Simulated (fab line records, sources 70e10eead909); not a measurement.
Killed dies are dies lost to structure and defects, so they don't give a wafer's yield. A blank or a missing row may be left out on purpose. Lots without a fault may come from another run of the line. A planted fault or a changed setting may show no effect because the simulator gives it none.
Chamber matching | flow nand_harc | NHARC_A_M0_CMP_23 on cmp-03: 4 sister chambers
The step polishes, t overpolish 20 s, target thk 113.75 nm. 4 wafers are shown with their chamber, then 7 later ones without.

WAFERS WITH THEIR CHAMBER
wafer  | chamber | motor_current_A (A)
L259.1 | 0       | 11.6
L259.5 | 2       | 10.3
L257.2 | 1       | 12.8
L257.3 | 3       | 11.6

WAFERS WITHOUT THEIR CHAMBER
wafer  | motor_current_A (A)
L257.5 | 12.6
L262.2 | 12.4
L262.4 | 10.6
L262.5 | 12.2
L265.1 | 12.0
L265.2 | 10.9
L265.6 | 11.1

WHICH CHAMBER EACH WENT THROUGH
wafer  | from the rows above          | in truth
L257.5 | can't be placed: 1 or 0 or 3 | 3
L262.2 | can't be placed: 1 or 0 or 3 | 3
L262.4 | can't be placed: 2 or 0 or 3 | 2
L262.5 | can't be placed: 0 or 3 or 1 | 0
L265.1 | can't be placed: 0 or 3 or 1 | 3
L265.2 | can't be placed: 2 or 0 or 3 | 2
L265.6 | can't be placed: 0 or 3 or 2 | 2
Placed correctly: 0 of 7. Can't be placed from these rows: 7 (the true chamber is among the candidates in 7). Placed wrongly: 0.
How it was worked out, from the rows above alone: a wafer's distance from a chamber is the root of the sum, over the readings, of the square of ((its reading less the chamber's mean) divided by the reading's scatter). The wafer belongs to the nearest chamber; if the next one is less than 2 further off, it can't be placed. A chamber's mean is the mean of its shown wafers. The scatter: with one shown wafer a chamber, the root of the mean of the squares of how far each hidden wafer lies from its nearest shown one.
